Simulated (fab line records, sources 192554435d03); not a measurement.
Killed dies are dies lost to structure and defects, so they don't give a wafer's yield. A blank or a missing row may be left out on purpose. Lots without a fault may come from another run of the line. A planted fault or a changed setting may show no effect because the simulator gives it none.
Which tool did it? | flow n5_finfet | 11 lots, 30 wafers sampled, at 1 step of a route of 1938

WHAT THE GAUGES READ, wafer by wafer
N5_MOL_CONTACT_COAG_CD_MEAS_40: target cd 25.1 nm.
lot  | measured     | on        | cd_nm (nm)
L224 | day 5 07:22  | cd_sem-01 | 24.99 25.09
L226 | day 5 21:20  | cd_sem-03 | 25.22 25.13
L230 | day 7 02:22  | cd_sem-03 | 24.90 24.94 25.12
L231 | day 7 12:19  | cd_sem-01 | 24.54 24.62 24.89
L232 | day 7 18:38  | cd_sem-02 | 25.23 25.34 25.21
L234 | day 7 19:24  | cd_sem-03 | 24.98 24.81 24.96
L238 | day 9 05:10  | cd_sem-02 | 25.25 25.22 25.22
L240 | day 9 19:11  | cd_sem-01 | 24.77 25.04
L243 | day 10 06:19 | cd_sem-02 | 25.46 25.25 25.56
L242 | day 10 08:21 | cd_sem-02 | 24.42 24.48 24.79
L244 | day 10 13:56 | cd_sem-03 | 24.65 25.00 24.68

WHICH TOOL RAN EACH LOT (tool, then ch and the chambers of the sampled wafers, then the start)
The record holds no process step before these readings.

THE ANSWER, worked out from the rows above alone
Rule: what is usual is taken from the lots themselves. Put in order of their means at a reading, lots are off if they are a third of the lots or fewer, leave a main group of 4 or more, and stand apart from it by a gap of 3 or more times the standard deviation of the main group's means; of several such gaps the widest counts. A main group whose means are all the same, to the digits that the tables above print for the reading, isn't used. A lot without any number at a reading at which 4 lots or more have one is off too. The other lots that the step has rows for count as sound.
No lot is off at any reading shown: from this, nothing can be told.

WHAT THE SIMULATOR HAD PUT IN
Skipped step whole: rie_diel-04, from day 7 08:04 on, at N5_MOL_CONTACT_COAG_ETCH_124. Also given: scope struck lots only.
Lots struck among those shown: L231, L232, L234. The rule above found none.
